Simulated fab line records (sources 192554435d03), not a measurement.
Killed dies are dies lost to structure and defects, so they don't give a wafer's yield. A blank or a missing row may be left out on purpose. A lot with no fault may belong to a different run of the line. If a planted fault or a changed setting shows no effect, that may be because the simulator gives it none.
Which tool is to blame?    flow n5Finfet    10 lots with 30 wafers sampled at 5 steps, on a route of 1938 steps

== WHAT THE GAUGES READ, wafer by wafer ==
N5_BEOL_M2_OCD_MEAS_38. Usual: 56.1 nm for trenchDepthNm, sd 1.3.
lot   measured      on      trenchDepthNm (nm)  flag
L882  day 6 14:20   ocd-02  54.8 55.2 55.3      
L883  day 7 02:24   ocd-01  55.4 56.8 57.6      
L885  day 7 05:40   ocd-01  56.6 57.4 56.3      
L888  day 8 04:59   ocd-01  57.3 56.6 57.8      
L889  day 8 13:02   ocd-02  57.1 57.4 57.7      
L891  day 8 16:22   ocd-01  56.6 54.9 55.2      
L892  day 9 05:38   ocd-01  55.8 54.8 55.8      
L893  day 9 18:11   ocd-01  54.8 54.3 55.0      
L895  day 9 18:47   ocd-02  54.9 55.6 53.9      
L903  day 11 21:53  ocd-02  54.7 54.3 54.3      

N5_BEOL_M4_RC_MEAS_101. Usual: DIBL_N 36.8 mV/V, standard deviation 1.5; DIBL_P 37.1 mV/V, standard deviation 2.1; IOFF_N 0.168 nA/um, standard deviation 0.03; IOFF_P 0.22 nA/um, standard deviation 0.034; ION_N 679 uA/um, standard deviation 12; ION_P 466 uA/um, standard deviation 8; SS_N 71.7 mV/dec, standard deviation 0.58; SS_P 73.5 mV/dec, standard deviation 0.67; VT_N 248.8 mV, standard deviation 2.7; VT_P -250 mV, standard deviation 3.3.
lot   measured      on         DIBL_N (mV/V)   DIBL_P (mV/V)   IOFF_N (nA/um)     IOFF_P (nA/um)  ION_N (uA/um)  ION_P (uA/um)  SS_N (mV/dec)   SS_P (mV/dec)   VT_N (mV)          VT_P (mV)       flag
L882  day 7 12:11   prober-02  38.6 34.9 38.5  39.9 35.0 39.9  0.204 0.135 0.213  0.24 0.17 0.25  683 662 679    463 455 466    73.2 71.3 71.6  74.1 73.5 74.3  247.3 250.8 244.0  -249 -256 -247  
L883  day 8 02:38   prober-01  37.6 37.3 38.0  39.4 37.8 39.2  0.203 0.181 0.197  0.29 0.25 0.28  694 679 679    475 466 470    71.2 71.3 71.7  74.3 73.5 74.9  245.8 249.1 247.4  -247 -248 -246  
L885  day 8 13:56   prober-02  36.8 37.9 37.9  36.8 38.8 37.6  0.162 0.184 0.190  0.26 0.29 0.26  690 689 704    482 479 486    71.3 71.8 71.9  73.5 74.2 73.5  248.8 249.6 246.3  -246 -242 -246  
L888  day 9 06:04   prober-01  35.4 35.5 35.6  37.0 37.0 37.2  0.167 0.166 0.183  0.22 0.21 0.22  671 680 684    469 463 470    71.3 71.8 71.2  74.0 72.8 73.4  247.2 245.1 244.9  -249 -248 -247  
L889  day 9 15:16   prober-02  39.4 37.6 37.8  37.8 36.6 37.7  0.201 0.169 0.178  0.25 0.23 0.25  695 684 695    471 466 478    71.9 72.0 72.0  74.3 73.3 73.8  248.2 250.7 247.1  -249 -246 -243  
L891  day 9 17:22   prober-01  38.6 35.1 37.7  40.4 36.2 38.2  0.222 0.148 0.178  0.23 0.16 0.20  688 680 673    457 458 457    71.9 70.8 72.5  74.1 72.7 73.5  245.8 249.5 249.2  -253 -257 -254  
L892  day 10 00:07  prober-02  40.3 36.5 38.9  41.8 36.5 41.4  0.264 0.150 0.217  0.28 0.18 0.27  698 660 677    468 452 467    72.5 70.7 72.4  74.9 74.0 74.1  243.8 251.1 244.8  -250 -253 -249  
L893  day 10 21:23  prober-01  35.2 34.9 33.5  34.7 33.7 31.6  0.149 0.131 0.115  0.19 0.18 0.15  680 663 658    466 459 449    71.2 71.7 71.1  73.7 73.0 72.5  248.8 252.6 254.1  -253 -254 -255  
L895  day 11 02:07  prober-02  34.3 36.4 35.6  32.5 34.9 34.2  0.132 0.166 0.152  0.19 0.22 0.21  662 676 670    465 470 461    70.9 71.2 71.0  73.3 73.4 74.0  250.2 247.7 249.4  -251 -250 -250  
L903  day 13 00:08  prober-02  39.5 36.3 37.7  39.8 36.0 37.7  0.233 0.149 0.182  0.28 0.21 0.23  712 687 695    478 472 476    71.8 71.4 72.2  74.5 73.2 73.2  244.4 250.9 248.9  -247 -249 -250  

== WHICH TOOL RAN EACH LOT (tool, then ch and the chambers of the sampled wafers, then the start) ==
lot   N5_BEOL_M2_STRIP_36                N5_BEOL_M2_ALD_84                   N5_BEOL_M2_SPUTTER_79
L882  rieDiel-01 ch 1,2, day 6 14:08     aldMetal-02 ch 0,2,3, day 6 15:13   pvdSputter-01, day 6 16:02
L883  rieDiel-02 ch 0,1,2, day 7 02:13   aldMetal-02 ch 0,2, day 7 02:44     pvdSputter-02, day 7 03:36
L885  rieDiel-02 ch 1,2, day 7 05:28     aldMetal-02 ch 0,2,3, day 7 06:11   pvdSputter-02, day 7 06:52
L888  rieDiel-02 ch 0,2,3, day 8 04:47   aldMetal-02 ch 0,1,2, day 8 05:52   pvdSputter-03, day 8 06:37
L889  rieDiel-02 ch 2,3, day 8 12:50     aldMetal-01 ch 1,3, day 8 13:40     pvdSputter-01, day 8 14:26
L891  rieDiel-02 ch 0,1, day 8 16:10     aldMetal-02 ch 1,3, day 8 16:59     pvdSputter-03, day 8 17:56
L892  rieDiel-02 ch 0,1,3, day 9 05:26   aldMetal-02 ch 0,1,2, day 9 06:07   pvdSputter-03, day 9 06:56
L893  rieDiel-01 ch 0,1, day 9 17:59     aldMetal-02 ch 0,1, day 9 18:58     pvdSputter-02, day 9 19:38
L895  rieDiel-01 ch 0,2,3, day 9 18:35   aldMetal-02 ch 2,3, day 9 19:11     pvdSputter-01, day 9 19:56
L903  rieDiel-01 ch 0,1,2, day 11 21:42  aldMetal-01 ch 1,2,3, day 11 22:30  pvdSputter-03, day 11 23:11
- N5_BEOL_M2_STRIP_36: strips in N2/H2.
- N5_BEOL_M2_ALD_84: deposits TaN, pulse time 2 s, purge time 3 s, co reactant purge time 2 s.
- N5_BEOL_M2_SPUTTER_79: material Cu, target thk 4.5 nm, time 8.29 s.

== WHAT THE TOOLS THEMSELVES READ (means of the sampled wafers that have a number; where no wafer has one, the mark that the record gives instead) ==
N5_BEOL_M2_STRIP_36. Usual: drypumpMotorCurrentA 5.7 A (standard deviation 0.5); h2FlowSccm 200.1 sccm (standard deviation 0.61); oesProductAu 0.83 a.u. (standard deviation 0.089); powerW 450.0 W (standard deviation 1.4); rfVppV 59.0 V (standard deviation 1.6); showerheadPlenumPTorr 2.54 Torr (standard deviation 0.091); throttleValvePct 23.7 % (standard deviation 0.36).
lot   tool        drypumpMotorCurrentA (A)  h2FlowSccm (sccm)  oesProductAu (a.u.)  powerW (W)  rfVppV (V)  showerheadPlenumPTorr (Torr)  throttleValvePct (%)  flag
L882  rieDiel-01  5.8                       201.1              0.71                 449.9       57.9        2.55                          24.0                  
L883  rieDiel-02  5.9                       199.7              0.88                 449.2       58.2        2.59                          23.6                  
L885  rieDiel-02  6.2                       199.8              0.84                 450.5       58.9        2.51                          23.4                  
L888  rieDiel-02  5.8                       200.5              0.93                 451.4       58.9        2.60                          23.6                  
L889  rieDiel-02  6.0                       200.0              0.97                 449.8       59.7        2.52                          23.5                  
L891  rieDiel-02  6.0                       200.2              0.81                 450.2       59.0        2.53                          23.5                  
L892  rieDiel-02  6.0                       200.5              0.87                 450.7       58.1        2.54                          23.5                  
L893  rieDiel-01  4.8                       199.6              0.72                 450.6       59.2        2.49                          23.8                  
L895  rieDiel-01  5.4                       200.1              0.84                 451.0       57.5        2.52                          23.5                  
L903  rieDiel-01  5.3                       199.9              0.76                 450.6       58.7        2.51                          23.8                  

N5_BEOL_M2_ALD_84. Usual: chamberPressureTorr 3.001 Torr, standard deviation 0.0064; heaterPowerW 397 W, standard deviation 29.
lot   tool         chamberPressureTorr (Torr)  heaterPowerW (W)  flag
L882  aldMetal-02  3.002                       388               
L883  aldMetal-02  3.002                       392               
L885  aldMetal-02  3.000                       388               
L888  aldMetal-02  3.002                       397               
L889  aldMetal-01  2.998                       366               
L891  aldMetal-02  3.000                       391               
L892  aldMetal-02  3.006                       392               
L893  aldMetal-02  3.001                       401               
L895  aldMetal-02  3.002                       387               
L903  aldMetal-01  3.007                       377               

N5_BEOL_M2_SPUTTER_79. Usual: 30.1 % for throttleValvePct, sd 0.68.
lot   tool           throttleValvePct (%)  flag
L882  pvdSputter-01  29.9                  
L883  pvdSputter-02  30.3                  
L885  pvdSputter-02  30.3                  
L888  pvdSputter-03  29.9                  
L889  pvdSputter-01  30.2                  
L891  pvdSputter-03  29.9                  
L892  pvdSputter-03  29.9                  
L893  pvdSputter-02  29.4                  
L895  pvdSputter-01  30.2                  
L903  pvdSputter-03  30.2                  

== THE ANSWER, worked out from the rows above alone ==
Rule: take the mean of a lot's wafers that have a number; if it is more than 3 standard deviations from the usual mean, the lot is off. Also off: a lot with no number at a reading for which 4 or more lots have one. The other lots that the step has rows for count as sound. After the gauges, taken in route order, come the tools' own readings; for these a lot's mean is taken, as printed above. At the first step where some lot is off, the reading lying furthest off is the one used; lots without a number count as furthest.
No lot is off on any of the readings shown, so nothing can be concluded from this.

== WHAT WAS PUT IN BY THE SIMULATOR ==
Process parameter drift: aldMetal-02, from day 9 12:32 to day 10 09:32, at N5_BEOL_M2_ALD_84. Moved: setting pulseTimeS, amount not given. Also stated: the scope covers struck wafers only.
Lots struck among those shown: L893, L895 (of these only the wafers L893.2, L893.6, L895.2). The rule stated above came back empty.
